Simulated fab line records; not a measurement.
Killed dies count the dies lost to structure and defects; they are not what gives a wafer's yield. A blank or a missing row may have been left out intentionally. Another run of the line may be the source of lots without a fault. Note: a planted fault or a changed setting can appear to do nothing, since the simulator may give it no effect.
Which tool was responsible? + flow n5_finfet + 33 wafers from 11 lots sampled at 3 of the route's 1938 steps

== WHAT THE GAUGES READ, wafer by wafer ==
N5_MIM_BOT_LITHO_OVL_MEAS_11.
| lot  | measured     | on         | MIM_BOT_OVL (nm) |
|------|--------------|------------|------------------|
| L943 | day 11 22:49 | overlay-01 | 5 -4 -3          |
| L944 | day 11 23:56 | overlay-02 | -5 0 1           |
| L947 | day 13 05:29 | overlay-01 | -2 2 -3          |
| L950 | day 13 23:02 | overlay-02 | -2 -6 -5         |
| L953 | day 14 17:38 | overlay-02 | -5 4 -5          |
| L959 | day 16 07:35 | overlay-02 | -2 6 -4          |
| L964 | day 17 09:17 | overlay-02 | -3 -7 -9         |
| L962 | day 17 09:55 | overlay-01 | -5 -3 -1         |
| L965 | day 18 00:06 | overlay-02 | -7 2 -8          |
| L963 | day 18 08:45 | overlay-01 | -2 -3 -6         |
| L966 | day 18 13:01 | overlay-01 | 0 1 2            |

== WHICH TOOL RAN EACH LOT (tool, then ch and the chambers of the sampled wafers, then the start) ==
| lot  | N5_BEOL_M15_DEGAS_41         | N5_MIM_TOP_ETCH_ETCH_00           |
|------|------------------------------|-----------------------------------|
| L943 | pvd_sputter-03, day 11 14:18 | rie_metal-01 ch 0,1, day 11 22:05 |
| L944 | pvd_sputter-03, day 11 15:51 | rie_metal-03 ch 1, day 11 23:13   |
| L947 | pvd_sputter-02, day 12 23:31 | rie_metal-01 ch 0,1, day 13 04:53 |
| L950 | pvd_sputter-03, day 13 16:02 | rie_metal-01 ch 1, day 13 21:49   |
| L953 | pvd_sputter-03, day 14 09:58 | rie_metal-03 ch 0,1, day 14 16:55 |
| L959 | pvd_sputter-01, day 15 23:42 | rie_metal-01 ch 0,1, day 16 06:52 |
| L964 | pvd_sputter-02, day 17 00:03 | rie_metal-02 ch 0,1, day 17 08:32 |
| L962 | pvd_sputter-02, day 17 00:39 | rie_metal-03 ch 0,1, day 17 09:13 |
| L965 | pvd_sputter-03, day 17 17:05 | rie_metal-01 ch 1, day 17 23:21   |
| L963 | pvd_sputter-01, day 18 01:09 | rie_metal-01 ch 0,1, day 18 08:02 |
| L966 | pvd_sputter-02, day 18 07:13 | rie_metal-03 ch 0,1, day 18 12:12 |
- N5_BEOL_M15_DEGAS_41: time 60 s.
- N5_MIM_TOP_ETCH_ETCH_00: etches TiN in Cl2/BCl3, target depth 38.5 nm.

== AS READ BY THE TOOLS THEMSELVES (means over the sampled wafers that have a number; for cases with no such wafer, the mark the record gives instead) ==
N5_BEOL_M15_DEGAS_41.
| lot  | tool           | heater_power_w (W) |
|------|----------------|--------------------|
| L943 | pvd_sputter-03 | 442                |
| L944 | pvd_sputter-03 | 432                |
| L947 | pvd_sputter-02 | 456                |
| L950 | pvd_sputter-03 | 423                |
| L953 | pvd_sputter-03 | 442                |
| L959 | pvd_sputter-01 | 440                |
| L964 | pvd_sputter-02 | 398                |
| L962 | pvd_sputter-02 | 482                |
| L965 | pvd_sputter-03 | 453                |
| L963 | pvd_sputter-01 | 433                |
| L966 | pvd_sputter-02 | 419                |

N5_MIM_TOP_ETCH_ETCH_00.
| lot  | tool         | drypump_motor_current_A (A) | mfc_cl2_sccm (sccm) | oes_product_au (a.u.) | throttle_valve_pct (%) |
|------|--------------|-----------------------------|---------------------|-----------------------|------------------------|
| L943 | rie_metal-01 | 5.6                         | 53.07               | 0.70                  | 22.7                   |
| L944 | rie_metal-03 | 4.9                         | 53.11               | 0.90                  | 23.1                   |
| L947 | rie_metal-01 | 5.4                         | 60.18               | 0.76                  | 23.4                   |
| L950 | rie_metal-01 | 5.2                         | 63.79               | 0.82                  | 23.7                   |
| L953 | rie_metal-03 | 5.1                         | 53.26               | 0.83                  | 23.1                   |
| L959 | rie_metal-01 | 5.6                         | 53.01               | 0.90                  | 22.7                   |
| L964 | rie_metal-02 | 5.4                         | 53.28               | 0.82                  | 22.5                   |
| L962 | rie_metal-03 | 5.1                         | 53.43               | 0.81                  | 23.1                   |
| L965 | rie_metal-01 | 5.2                         | 53.16               | 0.77                  | 22.5                   |
| L963 | rie_metal-01 | 5.4                         | 53.32               | 0.83                  | 22.6                   |
| L966 | rie_metal-03 | 5.1                         | 53.37               | 0.80                  | 23.1                   |

== THE ANSWER, worked out from the rows above alone ==
Rule: the lots themselves supply what counts as usual. Put in order of their means at a reading, lots are off if they are a third of the lots or fewer, leave a main group of 4 or more, and stand apart from it by a gap of 3 or more times the standard deviation of the main group's means; of several such gaps the widest counts. A main group is skipped when, at the precision printed for the reading in the tables above, its means are all equal. Also off: a lot with no number at a reading for which 4 or more lots have one. The other lots that the step has rows for count as sound. The gauges are gone through in route order, then the tools' own readings, and for those a lot's mean is taken as printed above. The first step at which some lot is off is used, and at that step the reading that is off furthest; a lot without a number counts as furthest.
Off: L947, L950 (N5_MIM_TOP_ETCH_ETCH_00, mfc_cl2_sccm). For the main group the mean is 53.22 sccm and the standard deviation 0.13.
A tool fits if, at that step or a process step before it, it ran every lot that is off, and no sound lot after the first of them. Not one of the candidates tried fits.

== WHAT THE SIMULATOR HAD PUT IN ==
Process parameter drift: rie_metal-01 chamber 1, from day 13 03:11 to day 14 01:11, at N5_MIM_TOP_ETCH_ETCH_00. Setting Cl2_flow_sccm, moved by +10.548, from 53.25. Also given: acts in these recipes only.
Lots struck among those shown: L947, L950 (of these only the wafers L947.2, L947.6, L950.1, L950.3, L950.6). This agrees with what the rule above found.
